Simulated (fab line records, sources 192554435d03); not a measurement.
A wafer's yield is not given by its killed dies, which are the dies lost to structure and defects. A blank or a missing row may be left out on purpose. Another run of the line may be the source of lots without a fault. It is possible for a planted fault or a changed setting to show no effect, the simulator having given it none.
fab line records | flow n5Finfet
[record] lots = 9 wafers = 27 lastDay = 17
route steps=1938 shown BEOL_M1@800 BEOL_M4@1111
lots that met no fault: taken from a fault-free run of the same line
startH: hours from the record's opening day to when the first of the lot's shown wafers began | waitH: hours from the lot's prior step to this one | " as in the row above | L1.1+2: one row covering several wafers at once | - no value, or no start was given | * or withheld: withheld | < > ~ a bound
route shown NAME@n: NAME is a module with steps in the file, n the number in the route of the first one | usual: average and standard deviation across the fault-free wafers | same: alike in all rows | chamber/n: place in a boat | sites: per-site readings | _std_site: the standard deviation of these | _edge_site: the outer-site mean with the inner-site mean subtracted | radiusMm: for every site, how far away it sits from the centre of the wafer | mask NAME#n: copy n | behind: the tool/chamber that last shaped the wafer | hold: why the lot went on hold/how many hours it stayed there/how the hold came to an end | device: which transistor (n, p or np) failed to switch | end of line: tests of these same wafers at the route's end | a step without rows: its recipe alone | killed: the dies lost at the first sort to structure and to defects; this is not the yield of the wafer | map: the dies of a wafer, with x for killed, . for not killed, _ for no die there
set.NAME: the setting as run; set.NAME@STEP: as run at that earlier step | model.NAME: the simulator's own value behind a step, which no gauge read
a sample of lots followed through the steps of the route, with each step as a table and each wafer as a row
services: when a tool's chamber went out of use (startH, in hours from the record's first day, below 0 if earlier), for how many hours, and the reason
[[steps]]
[step N5_BEOL_M1_TRENCH_ETCH_37]
[recipe] chemistry = C4F6/O2 targetDepthA = 552.07 target = SiOC timeS = 29 ionEnergyEv = 250 pressureMtorr = 30 sourceW = 355 biasW = 185 Ar_flow_sccm = 300 C4F6_flow_sccm = 10 O2_flow_sccm = 10
[usual] drypumpMotorCurrentA = 5.7/0.42 oes_ar_750_au = 0.81/0.063 oes_f_703_au = 0.81/0.06 oesProductAu = 0.82/0.07 rfVppV = 661/12 showerheadPlenumPTorr = 2.87/0.097 throttleValvePct = 20.81/0.17
// columns lot.wafer tool chamber startH waitH drypumpMotorCurrentA oes_ar_750_au oes_f_703_au oesProductAu rfHoursCounterH rfVppV showerheadPlenumPTorr throttleValvePct
L288.2 rieDiel-01 1 - - 6.4 0.87 0.84 0.85 40 650 2.79 20.57
L288.3 " 2 " " 5.1 0.83 0.83 0.82 83 655 2.79 21.01
L288.4 " 2 " " 5.2 0.82 0.83 0.82 - 654 2.79 20.99
L287.2 rieDiel-01 1 - - 6.3 0.86 0.84 0.87 41 649 2.79 20.58
L287.3 " 3 " " 6.0 0.78 0.77 0.78 136 663 2.88 20.81
L287.5 " 3 " " 6.0 0.78 0.77 0.78 - 662 2.88 20.80
L291.2 rieDiel-04 3 - - 5.7 0.68 0.68 0.68 241 661 2.69 20.94
L291.3 " 1 " " 5.8 0.88 0.90 0.88 39 667 3.00 20.79
L291.6 " 0 " " 5.1 0.78 0.79 0.76 - 648 2.86 20.79
L292.1 rieDiel-04 1 - - 5.9 0.87 0.89 0.88 40 668 3.00 20.82
L292.4 " 0 " " 5.1 0.77 0.79 0.76 149 647 2.86 20.81
L292.5 " 2 " " 5.6 0.94 0.92 0.95 - 680 3.03 20.52
L297.2 rieDiel-04 3 - - 5.7 0.95 0.95 0.97 0 670 3.02 20.60
L297.3 " 0 " " 5.2 0.77 0.78 0.75 162 647 2.85 20.81
L297.6 " 2 " " 5.6 0.89 0.88 0.91 - 679 3.03 20.52
L300.3 rieDiel-04 3 - - 5.7 0.91 0.91 0.95 7 672 3.02 20.64
L300.4 " 2 " " 5.6 0.87 0.86 0.90 22 680 3.02 20.52
L300.5 " 0 " " 5.1 0.77 0.77 0.75 - 646 2.85 20.84
L301.1 rieDiel-01 1 - - 6.4 0.82 0.81 0.83 72 648 2.78 20.63
L301.4 " 3 " " 6.0 0.76 0.75 0.77 - 660 2.87 20.85
L301.5 " 1 " " 6.4 0.82 0.80 0.82 - 648 2.78 20.62
L304.2 rieDiel-05 1 - - 6.1 0.78 0.78 0.77 122 661 2.77 21.06
L304.3 " 3 " " 6.2 0.72 0.72 0.71 236 642 2.90 20.77
L304.6 " 3 " " 6.2 0.72 0.73 0.70 - 645 2.90 20.78
L308.1 rieDiel-04 1 - - 5.9 0.84 0.85 0.83 71 667 2.99 20.86
L308.3 " 0 " " 5.1 0.75 0.77 0.75 177 648 2.84 20.84
L308.6 " 0 " " 5.1 0.76 0.76 0.74 - 646 2.84 20.83
[step N5_BEOL_M1_ALD_84]
[recipe] material = TaN targetThkA = * tempC = 275 aldPrecursorFamily = PDMAT aldCoReactant = NH3 pressureTorr = 3 carrierFlowSccm = 1500 pulseTimeS = 2 purgeTimeS = 3 coReactantPurgeTimeS = 2 coReactantPulseTimeS = 3 aldCycles = 30 precursorVesselTempC = 75 precursorVesselPressureTorr = 26.25 precursorVesselCarrierSccm = 1000
[usual] aldCycles = 30/0 heaterPowerW = 421/44 precursorVesselPressureTorr = 26.25/0.049
[same] coReactantPulseTimeS = 3
// columns lot.wafer tool chamber startH waitH aldCycles heaterPowerW precursorVesselPressureTorr
L288.2 aldMetal-01 1 136.26 0.1 30 416 26.23
L288.3 " 3 " " 30 372 26.31
L288.4 " 2 " " 30 429 26.34
L287.2 aldMetal-02 0 137.65 0.0 30 501 26.25
L287.3 " 1 " " 30 354 26.20
L287.5 " 3 " " 30 415 26.27
L291.2 aldMetal-02 1 150.66 0.0 30 340 26.21
L291.3 " 0 " " 30 519 26.14
L291.6 " 1 " " 30 364 26.26
L292.1 aldMetal-02 2 155.00 0.1 30 416 26.25
L292.4 " 0 " " 30 501 26.24
L292.5 " 0 " " 30 504 26.20
L297.2 aldMetal-02 1 190.27 0.0 30 361 26.38
L297.3 " 0 " " 30 501 26.25
L297.6 " 3 " " 30 414 26.24
L300.3 aldMetal-02 1 210.30 0.1 30 351 26.23
L300.4 " 3 " " 44 408 26.20
L300.5 " 2 " " 30 414 26.25
L301.1 aldMetal-04 3 210.36 0.0 30 379 26.27
L301.4 " 2 " " 30 382 26.32
L301.5 " 2 " " 30 396 26.24
L304.2 aldMetal-02 0 224.52 0.0 30 506 26.20
L304.3 " 3 " " 30 406 26.33
L304.6 " 1 " " 44 355 26.22
L308.1 aldMetal-04 2 250.83 0.0 30 385 26.25
L308.3 " 1 " " 30 427 26.29
L308.6 " 2 " " 30 393 26.30
[step N5_BEOL_M1_ANNEAL_80]
[recipe] tempC = 400 timeS = 240 ambient = vacuum
[usual] heaterPowerW = 804/100
// columns lot.wafer tool chamber startH waitH heaterPowerW
L288.2 pvdSputter-03 - 137.18 0.0 855
L288.3 " - " " 690
L288.4 " - " " 674
L287.2 pvdSputter-02 - 138.67 0.0 910
L287.3 " - " " 699
L287.5 " - " " 723
L291.2 pvdSputter-03 - 152.99 0.0 679
L291.3 " - " " 978
L291.6 " - " " 949
L292.1 pvdSputter-01 - 155.95 0.0 814
L292.4 " - " " 801
L292.5 " - " " 801
L297.2 pvdSputter-03 - 191.23 0.0 983
L297.3 " - " " 874
L297.6 " - " " 950
L301.1 pvdSputter-02 - 211.24 0.0 686
L301.4 " - " " 878
L301.5 " - " " 885
L300.3 pvdSputter-03 - 211.33 0.0 669
L300.4 " - " " 877
L300.5 " - " " 675
L304.2 pvdSputter-02 - 225.28 0.0 679
L304.3 " - " " 871
L304.6 " - " " 674
L308.1 pvdSputter-03 - 251.64 0.0 670
L308.3 " - " " 686
L308.6 " - " " 944
[step N5_BEOL_M1_ANNEAL_82]
[recipe] tempC = 400 timeS = 240 ambient = vacuum
[usual] heaterPowerW = 806/100
// columns lot.wafer tool chamber startH waitH heaterPowerW
L288.2 pvdSputter-03 - 137.40 0.0 861
L288.3 " - " " 705
L288.4 " - " " 686
L287.2 pvdSputter-02 - 138.89 0.0 950
L287.3 " - " " 715
L287.5 " - " " 729
L291.2 pvdSputter-03 - 153.21 0.0 657
L291.3 " - " " 964
L291.6 " - " " 971
L292.1 pvdSputter-01 - 156.17 0.0 818
L292.4 " - " " 811
L292.5 " - " " 805
L297.2 pvdSputter-03 - 191.45 0.0 992
L297.3 " - " " 863
L297.6 " - " " 952
L301.1 pvdSputter-02 - 211.46 0.0 679
L301.4 " - " " 879
L301.5 " - " " 880
L300.3 pvdSputter-03 - 211.55 0.0 688
L300.4 " - " " 870
L300.5 " - " " 702
L304.2 pvdSputter-02 - 225.50 0.0 674
L304.3 " - " " 894
L304.6 " - " " 674
L308.1 pvdSputter-03 - 251.86 0.0 678
L308.3 " - " " 711
L308.6 " - " " 993
[step N5_BEOL_M4_RC_MEAS_101]
[usual] DIBL_N = 36.5/1.7 DIBL_P = 36.3/2.1 IOFF_N = 0.16/0.036 IOFF_P = 0.21/0.037 ION_N = 676/12 ION_P = 462/7.6 SERP_M1 = 200/15 SERP_M1_max_site = 213/17 SS_N = 71.5/0.68 SS_P = 73.3/0.63 VT_N = 249/3.5 VT_P = -250/3.5
// columns lot.wafer tool chamber startH waitH DIBL_N[mV/V] DIBL_P[mV/V] IOFF_N[nA/um] IOFF_P[nA/um] ION_N[uA/um] ION_P[uA/um] SERP_M1[ohm/um] SERP_M1_max_site[ohm/um] SS_N[mV/dec] SS_P[mV/dec] VT_N[mV] VT_P[mV]
L287.2 prober-01 0 176.10 0.2 36.5 36.5 0.18 0.22 682 472 222 232 71.6 73.3 248 -248
L287.3 " 0 " " 37.3 37.2 0.20 0.23 687 463 189 198 72.3 73.7 247 -250
L287.5 " 0 " " 37.0 36.9 0.19 0.22 685 466 198 205 72.0 73.5 244 -248
L288.2 prober-02 0 184.13 0.2 37.9 37.5 0.20 0.24 697 470 188 197 71.8 73.1 243 -249
L288.3 " 0 " " 37.5 37.1 0.21 0.24 696 476 207 214 71.3 73.3 242 -247
L288.4 " 0 " " 36.5 36.5 0.18 0.22 685 471 181 196 71.8 72.8 245 -247
L291.2 prober-01 0 193.78 0.2 36.3 33.9 0.14 0.18 665 453 208 216 71.0 72.9 254 -248
L291.3 " 0 " " 34.4 33.5 0.12 0.17 663 453 224 232 69.8 73.0 252 -250
L291.6 " 0 " " 34.7 33.9 0.13 0.18 664 450 209 219 70.3 72.3 253 -249
L292.1 prober-02 0 201.93 0.0 39.0 38.2 0.21 0.26 685 469 226 244 71.9 74.1 248 -247
L292.4 " 0 " " 38.7 38.2 0.20 0.27 683 470 201 211 72.0 73.8 243 -246
L292.5 " 0 " " 37.0 35.9 0.17 0.22 674 462 211 218 70.7 73.3 250 -247
L297.2 prober-01 0 231.25 0.2 32.9 32.3 0.11 0.14 661 450 228 253 70.7 71.6 254 -254
L297.3 " 0 " " 37.2 36.6 0.18 0.22 679 462 220 233 71.6 73.9 249 -248
L297.6 " 0 " " 33.1 32.3 0.11 0.15 661 450 217 231 70.2 72.4 250 -255
L301.1 prober-02 0 251.60 0.0 38.1 39.7 0.23 0.26 695 469 188 195 73.0 73.4 244 -248
L301.4 " 0 " " 35.3 36.3 0.17 0.21 685 467 201 219 71.8 73.4 250 -250
L301.5 " 0 " " 36.1 37.3 0.19 0.22 688 466 197 202 71.5 73.4 248 -252
L300.3 prober-02 0 254.86 0.3 36.1 35.1 0.16 0.25 675 479 237 245 70.8 73.5 247 -244
L300.4 " 0 " " 38.9 38.4 0.22 0.31 694 476 246 282 72.2 73.6 245 -239
L300.5 " 0 " " 36.0 34.6 0.15 0.23 673 475 208 226 71.7 72.5 247 -249
L304.2 prober-01 0 256.84 0.2 37.6 38.6 0.18 0.22 681 467 216 232 72.4 73.6 248 -250
L304.3 " 0 " " 35.3 35.9 0.13 0.19 667 459 213 222 71.0 73.3 253 -251
L304.6 " 0 " " 39.6 40.3 0.23 0.25 682 463 232 245 72.1 74.1 244 -247
L308.1 prober-01 0 293.40 0.0 35.0 34.1 0.12 0.17 665 457 168 189 71.3 72.2 252 -251
L308.3 " 0 " " 35.4 34.3 0.12 0.17 669 455 174 195 71.1 72.6 252 -255
L308.6 " 0 " " 38.7 38.4 0.18 0.23 678 464 167 173 72.1 74.3 247 -248
// sites SERP_M1 radiusMm=0,75,75,75,75,140,140,140,140
L287.2 225 226 222 232 217 215 227 214 222
L288.2 188 190 194 188 192 187 183 197 182
L291.2 206 208 214 215 200 211 207 216 206
L292.1 223 218 226 227 224 244 236 238 226
L297.2 222 228 228 235 224 229 246 253 218
L301.1 183 183 185 192 191 191 195 187 188
L300.3 234 229 237 225 242 245 232 245 241
L304.2 212 214 212 209 216 232 230 221 229
L308.1 160 168 168 159 162 189 174 176 187
[[services]]
// columns tool chamber startH hours kind
rieDiel-01 3 111.79 13.2 repair
rieDiel-04 2 120.94 - clean
rieDiel-04 2 120.94 - consumableReplace:focusRing
rieDiel-04 2 120.94 - consumableReplace:showerhead
rieDiel-04 2 120.94 23.6 scheduledDown
rieDiel-04 2 120.94 23.6 ventCycle
rieDiel-01 0 123.46 131.8 repair
rieDiel-05 1 126.84 5.4 repair
aldMetal-01 - 129.77 2.8 pm
aldMetal-04 1 148.48 2.5 repair
pvdSputter-01 - 151.43 3.4 repair
aldMetal-01 0 152.00 28.8 repair
rieDiel-01 3 154.67 14.1 repair
rieDiel-04 3 176.15 - clean
rieDiel-04 3 176.15 - consumableReplace:focusRing
aldMetal-01 - 190.92 8.7 pm
rieDiel-04 0 202.29 6.5 repair
aldMetal-01 - 202.60 1.7 repair
rieDiel-05 2 205.97 1.6 repair
aldMetal-01 2 210.73 4.0 repair
rieDiel-05 - 216.89 0.8 repair
rieDiel-04 2 233.69 4.1 repair
aldMetal-01 2 242.19 2.9 repair
aldMetal-04 - 242.66 2.8 pm
[[key]]
[firstSign] step = N5_BEOL_M1_ALD_84 reading = aldCycles direction = up sigmas = 99+ usual = * struck = *
[effect] step = N5_BEOL_M4_RC_MEAS_101 reading = SERP_M1 direction = up sigmas = 2.7 usual = 200 struck = 239
[effect] step = N5_BEOL_M4_RC_MEAS_101 reading = SERP_M1_max_site direction = up sigmas = 3 usual = 213 struck = 263
metAt N5_BEOL_M1_ALD_84
struckLots L300,L304
struckWafers L300.4,L304.6
notActingAt N5_BEOL_M1_TRENCH_ETCH_37,N5_BEOL_M1_ANNEAL_80,N5_BEOL_M1_ANNEAL_82
onsetBetween 190.27 210.30
[fault] kind = processParameterDrift tool = aldMetal-02 chamber = - onsetH = 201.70 steps = N5_BEOL_M1_ALD_84 channel = aldCycles offset = * shape = step endH = 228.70 scope = struckWafersOnly actsIn = * stated = *
